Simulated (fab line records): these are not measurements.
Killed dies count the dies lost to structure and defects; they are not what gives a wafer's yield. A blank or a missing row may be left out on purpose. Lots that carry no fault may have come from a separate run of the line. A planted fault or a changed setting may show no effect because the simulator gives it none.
Matching of chambers || flow n5 finfet || N5_SDB_STRIP_21 on rie diel-03 has 4 sister chambers
The step strips in CF4. 4 wafers are shown with their chamber, then 11 later ones without.

WAFERS WITH THEIR CHAMBER
{"wafer": "L082.4", "chamber": 2, "showerhead plenum p Torr (Torr)": 1.69}
{"wafer": "L090.1", "chamber": 3, "showerhead plenum p Torr (Torr)": 1.79}
{"wafer": "L090.2", "chamber": 1, "showerhead plenum p Torr (Torr)": 1.84}
{"wafer": "L093.2", "chamber": 0, "showerhead plenum p Torr (Torr)": 1.70}

WAFERS WITH NO CHAMBER GIVEN
{"wafer": "L093.3", "showerhead plenum p Torr (Torr)": 1.83}
{"wafer": "L093.6", "showerhead plenum p Torr (Torr)": 1.83}
{"wafer": "L094.1", "showerhead plenum p Torr (Torr)": 1.90}
{"wafer": "L094.2", "showerhead plenum p Torr (Torr)": 1.83}
{"wafer": "L094.4", "showerhead plenum p Torr (Torr)": 1.79}
{"wafer": "L095.4", "showerhead plenum p Torr (Torr)": 1.70}
{"wafer": "L095.5", "showerhead plenum p Torr (Torr)": 1.89}
{"wafer": "L095.6", "showerhead plenum p Torr (Torr)": 1.83}
{"wafer": "L097.2", "showerhead plenum p Torr (Torr)": 1.79}
{"wafer": "L097.3", "showerhead plenum p Torr (Torr)": 1.70}
{"wafer": "L097.6", "showerhead plenum p Torr (Torr)": 1.79}

WHICH CHAMBER EACH WENT THROUGH
{"wafer": "L093.3", "from the rows above": "can't be placed: 1 or 3", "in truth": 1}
{"wafer": "L093.6", "from the rows above": "can't be placed: 1 or 3", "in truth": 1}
{"wafer": "L094.1", "from the rows above": 1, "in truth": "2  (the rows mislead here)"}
{"wafer": "L094.2", "from the rows above": "can't be placed: 1 or 3", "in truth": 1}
{"wafer": "L094.4", "from the rows above": 3, "in truth": 3}
{"wafer": "L095.4", "from the rows above": "can't be placed: 0 or 2", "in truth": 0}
{"wafer": "L095.5", "from the rows above": 1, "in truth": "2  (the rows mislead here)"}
{"wafer": "L095.6", "from the rows above": "can't be placed: 1 or 3", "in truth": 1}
{"wafer": "L097.2", "from the rows above": 3, "in truth": 3}
{"wafer": "L097.3", "from the rows above": "can't be placed: 0 or 2", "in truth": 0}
{"wafer": "L097.6", "from the rows above": 3, "in truth": 3}
3 of 11 placed correctly. Can't be placed from these rows: 6 (the true chamber is among the candidates in 6). Placed wrongly: 2.
How it was worked out, from the rows above alone: a wafer's distance from a chamber is the root of the sum, over the readings, of the square of ((its reading less the chamber's mean) divided by the reading's scatter). The wafer belongs to the nearest chamber; if the next one is less than 2 further off, it can't be placed. Each chamber's mean is taken over the wafers shown for it. The scatter (one wafer shown for each chamber): square how far every hidden wafer sits from the nearest shown wafer, average those squares and take the square root.
